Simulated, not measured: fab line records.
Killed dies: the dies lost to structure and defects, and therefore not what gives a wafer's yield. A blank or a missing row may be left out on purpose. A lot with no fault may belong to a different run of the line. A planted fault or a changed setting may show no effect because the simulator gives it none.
Chamber matching ; flow n5 finfet ; N5_BEOL_M13_ETCH_68 on rie diel-02: 4 sister chambers
The step etches SOC in N2/H2, time 355 s. 4 wafers are shown with their chamber, then 7 later ones without.

== WAFERS PAIRED WITH THEIR CHAMBERS ==
wafer;chamber;throttle valve pct (%)
L075.3;3;17.57
L079.6;0;17.46
L080.1;1;17.49
L080.2;2;18.20

== WAFERS WHOSE CHAMBER IS MISSING ==
wafer;throttle valve pct (%)
L080.5;17.46
L089.1;17.51
L089.2;17.61
L089.4;18.22
L093.2;18.24
L093.4;17.50
L093.6;18.24

== THE CHAMBER EACH PASSED THROUGH ==
wafer;from the rows above;in truth
L080.5;can't be placed: 0 or 1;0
L089.1;can't be placed: 1 or 0 or 3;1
L089.2;3;3
L089.4;2;2
L093.2;2;2
L093.4;can't be placed: 1 or 0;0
L093.6;2;2
Correctly placed: 4 of 7. Not placeable from these rows: 3 (in 3, the candidates include the true chamber). Wrongly placed: 0.
How it was worked out, from the rows above alone: a wafer's distance from a chamber is the root of the sum, over the readings, of the square of ((its reading less the chamber's mean) divided by the reading's scatter). If the next closest chamber is less than 2 further off than the closest, the wafer can't be placed; otherwise it belongs to the closest. The mean given for a chamber averages the wafers shown for that chamber. The scatter: with one shown wafer a chamber, the root of the mean of the squares of how far each hidden wafer lies from its nearest shown one.
